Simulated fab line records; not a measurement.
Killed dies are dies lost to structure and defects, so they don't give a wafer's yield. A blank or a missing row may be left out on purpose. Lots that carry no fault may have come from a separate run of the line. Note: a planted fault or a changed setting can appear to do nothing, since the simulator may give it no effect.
Comparing a struck lot with a sound one :: flow nandHarc :: 16 out of 1302 route steps
Sound: these wafers, L257.2, L257.4, L257.5. Struck: wafers L261.3, L261.5. (L261.1 of the same lot was not struck and is left out.) The cause comes at the end.
At each step with rows: each side's tool, then ch and its chambers, then its first start. Under that, the readings that differ: sound wafers :: struck wafers :: difference of the means :: sigmas: that difference in standard deviations of wafers without a fault.
alike: a reading whose means differ by less than 2 such deviations, as well as words and numbers matching on both sides. not compared: withheld readings; readings where some wafer has no value; bounds like >300 that might hide an equal value; numbers whose values overlap and for which the record gives no deviation.
A row with sigmas, a row that says differs or no value, or rows on one side alone: a step with any of these is where the two part. When numbers do not overlap yet have no deviation, they are printed without sigmas and do not part them. A reading missing from all wafers of one side parts the sides only when that side holds two or more wafers.

NHARC_A_DECK1_JOINT_INSPECT_05:
  sound on defectInspect-02 at day 12 17:40; struck on defectInspect-02 at day 14 15:25
  alike: rawDefectCount
then, no rows for these wafers at 1 step: NHARC_A_ONON_D2_DEP_00 (target thk 1000 nm).
NHARC_A_ONON_D2_THK_MEAS_02: measures by ellipsometry.
  sound on filmMetro-01 at day 12 18:14; struck on filmMetro-02 at day 14 16:01
  alike: thkNm
then, no rows for these wafers at 1 step: NHARC_A_ONON_D2_DEP_03 (target thk 1000 nm).
NHARC_A_ONON_D2_THK_MEAS_05: measures by ellipsometry.
  sound on filmMetro-02 at day 12 18:49; struck on filmMetro-02 at day 14 16:35
  alike: thkNm
then, no rows for these wafers at 1 step: NHARC_A_ONON_D2_DEP_06 (target thk 1000 nm).
NHARC_A_ONON_D2_THK_MEAS_08: measures by ellipsometry.
  sound on filmMetro-01 at day 12 19:23; struck on filmMetro-02 at day 14 17:09
  alike: thkNm
then, no rows for these wafers at 1 step: NHARC_A_ONON_D2_DEP_09 (target thk 1000 nm).
NHARC_A_ONON_D2_THK_MEAS_11: measures by ellipsometry.
  sound on filmMetro-02 at day 12 19:56; struck on filmMetro-01 at day 14 17:44
reading: thkNm (nm)
sound: 1000 999 999
struck: 1017 1018
difference: +18
sigmas: +2
then, no rows for these wafers at 1 step: NHARC_A_ONON_D2_DEP_12 (target thk 1000 nm).
NHARC_A_ONON_D2_THK_MEAS_14: measures by ellipsometry.
  sound on filmMetro-02 at day 12 20:31; struck on filmMetro-02 at day 14 18:18
  alike: thkNm
then, 1 step without rows for these wafers: NHARC_A_ONON_D2_ANNEAL_15 (time 3600 s).
NHARC_A_ONON_D2_DEP_16: target thk 1000 nm.
  sound on pecvdOnon-01 ch 0, day 13 03:26; struck on pecvdOnon-02 ch 0, day 15 03:06
  alike: n2FlowSccm, susceptorTempC
NHARC_A_ONON_D2_THK_MEAS_18: measures by ellipsometry.
  sound on filmMetro-01 at day 13 03:53; struck on filmMetro-02 at day 15 03:37
reading: thkNm (nm)
sound: 987 988 988
struck: 609 608
difference: -379
sigmas: -38
then, no rows for these wafers at 1 step: NHARC_A_ONON_D2_DEP_19 (target thk 1000 nm).
-- record jumps: 11 days between struck wafers' starts before vs after; left off in module A_ONON_D2, resumes in module END, first step shown is number 1302 of the route --
NHARC_END_SORT_01:
  at this point the record logs the struck wafers (prober-01 ch 0, day 25 23:01) and has no rows for the sound ones

## WHERE THEY PART
Last at NHARC_END_SORT_01 as far as this record goes, first at NHARC_A_ONON_D2_THK_MEAS_11.

WHY: what the simulator had put in
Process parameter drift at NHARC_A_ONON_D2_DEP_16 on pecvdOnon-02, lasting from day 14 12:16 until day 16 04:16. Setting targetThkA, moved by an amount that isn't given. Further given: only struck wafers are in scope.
